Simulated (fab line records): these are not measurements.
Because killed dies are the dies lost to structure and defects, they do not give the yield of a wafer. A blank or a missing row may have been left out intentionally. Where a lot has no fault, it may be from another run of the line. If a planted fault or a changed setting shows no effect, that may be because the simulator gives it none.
Chamber matching / flow n5 finfet / N5_FIN_SAQP_MANDREL1_REMOVE_56 on rie si-02 has 4 sister chambers
The step chemistry HBr/Cl2/O2, target a-Si, stops on SiNx, bt time 10 s. 22 wafers are shown with their chamber, then 11 later ones without.

EACH WAFER AND ITS CHAMBER
wafer=L075.1; chamber=1; drypump motor current A (A)=5.8; oes product au (a.u.)=0.957
wafer=L075.5; chamber=1; drypump motor current A (A)=5.8; oes product au (a.u.)=0.970
wafer=L075.6; chamber=0; drypump motor current A (A)=5.6; oes product au (a.u.)=0.999
wafer=L078.3; chamber=2; drypump motor current A (A)=5.0; oes product au (a.u.)=0.997
wafer=L078.5; chamber=0; drypump motor current A (A)=5.6; oes product au (a.u.)=1.001
wafer=L078.6; chamber=3; drypump motor current A (A)=6.1; oes product au (a.u.)=1.033
wafer=L081.1; chamber=0; drypump motor current A (A)=5.6; oes product au (a.u.)=1.005
wafer=L081.4; chamber=3; drypump motor current A (A)=6.1; oes product au (a.u.)=1.035
wafer=L081.6; chamber=2; drypump motor current A (A)=5.0; oes product au (a.u.)=1.006
wafer=L083.2; chamber=3; drypump motor current A (A)=6.1; oes product au (a.u.)=1.041
wafer=L083.5; chamber=2; drypump motor current A (A)=5.1; oes product au (a.u.)=1.010
wafer=L083.6; chamber=3; drypump motor current A (A)=6.1; oes product au (a.u.)=1.048
wafer=L084.1; chamber=3; drypump motor current A (A)=6.1; oes product au (a.u.)=1.048
wafer=L084.5; chamber=2; drypump motor current A (A)=5.0; oes product au (a.u.)=1.013
wafer=L084.6; chamber=3; drypump motor current A (A)=6.1; oes product au (a.u.)=1.043
wafer=L085.2; chamber=0; drypump motor current A (A)=5.6; oes product au (a.u.)=0.993
wafer=L085.3; chamber=1; drypump motor current A (A)=5.8; oes product au (a.u.)=0.979
wafer=L085.5; chamber=0; drypump motor current A (A)=5.6; oes product au (a.u.)=1.000
wafer=L091.1; chamber=0; drypump motor current A (A)=5.6; oes product au (a.u.)=1.006
wafer=L091.2; chamber=1; drypump motor current A (A)=5.8; oes product au (a.u.)=0.979
wafer=L091.5; chamber=1; drypump motor current A (A)=5.8; oes product au (a.u.)=0.978
wafer=L092.1; chamber=1; drypump motor current A (A)=5.8; oes product au (a.u.)=0.971

SIGNATURES (means of the wafers above)
reading=drypump motor current A; chamber 0=5.600; chamber 1=5.800; chamber 2=5.025; chamber 3=6.100; scatter within a chamber=0.0204
reading=oes product au; chamber 0=1.00067; chamber 1=0.97233; chamber 2=1.00650; chamber 3=1.04133; scatter within a chamber=0.00675
Rule: for a wafer and a chamber, the distance is found by dividing, reading by reading, the gap between the wafer's reading and the chamber's mean by the reading's scatter, squaring, summing and taking the root. If the next closest chamber is less than 2 further off than the closest, the wafer can't be placed; otherwise it belongs to the closest. The scatter: the root of (the sum of the squares of (reading less its chamber's mean) over the shown wafers, divided by (wafers less chambers)).

WAFERS WITH NO CHAMBER GIVEN
wafer=L092.2; drypump motor current A (A)=5.1; oes product au (a.u.)=1.002
wafer=L092.3; drypump motor current A (A)=6.1; oes product au (a.u.)=1.034
wafer=L094.2; drypump motor current A (A)=6.1; oes product au (a.u.)=1.030
wafer=L094.4; drypump motor current A (A)=5.8; oes product au (a.u.)=0.973
wafer=L094.5; drypump motor current A (A)=5.6; oes product au (a.u.)=1.001
wafer=L095.2; drypump motor current A (A)=5.8; oes product au (a.u.)=0.967
wafer=L095.3; drypump motor current A (A)=6.1; oes product au (a.u.)=1.040
wafer=L095.4; drypump motor current A (A)=5.0; oes product au (a.u.)=1.007
wafer=L096.2; drypump motor current A (A)=5.1; oes product au (a.u.)=1.008
wafer=L096.3; drypump motor current A (A)=5.6; oes product au (a.u.)=0.999
wafer=L096.6; drypump motor current A (A)=5.8; oes product au (a.u.)=0.974

THE CHAMBER EACH PASSED THROUGH
wafer=L092.2; from the rows above=2; in truth=2
wafer=L092.3; from the rows above=3; in truth=3
wafer=L094.2; from the rows above=3; in truth=3
wafer=L094.4; from the rows above=1; in truth=1
wafer=L094.5; from the rows above=0; in truth=0
wafer=L095.2; from the rows above=1; in truth=1
wafer=L095.3; from the rows above=3; in truth=3
wafer=L095.4; from the rows above=2; in truth=2
wafer=L096.2; from the rows above=2; in truth=2
wafer=L096.3; from the rows above=0; in truth=0
wafer=L096.6; from the rows above=1; in truth=1
Correctly placed: 11 of 11. Can't be placed from these rows: 0. Wrongly placed: 0.
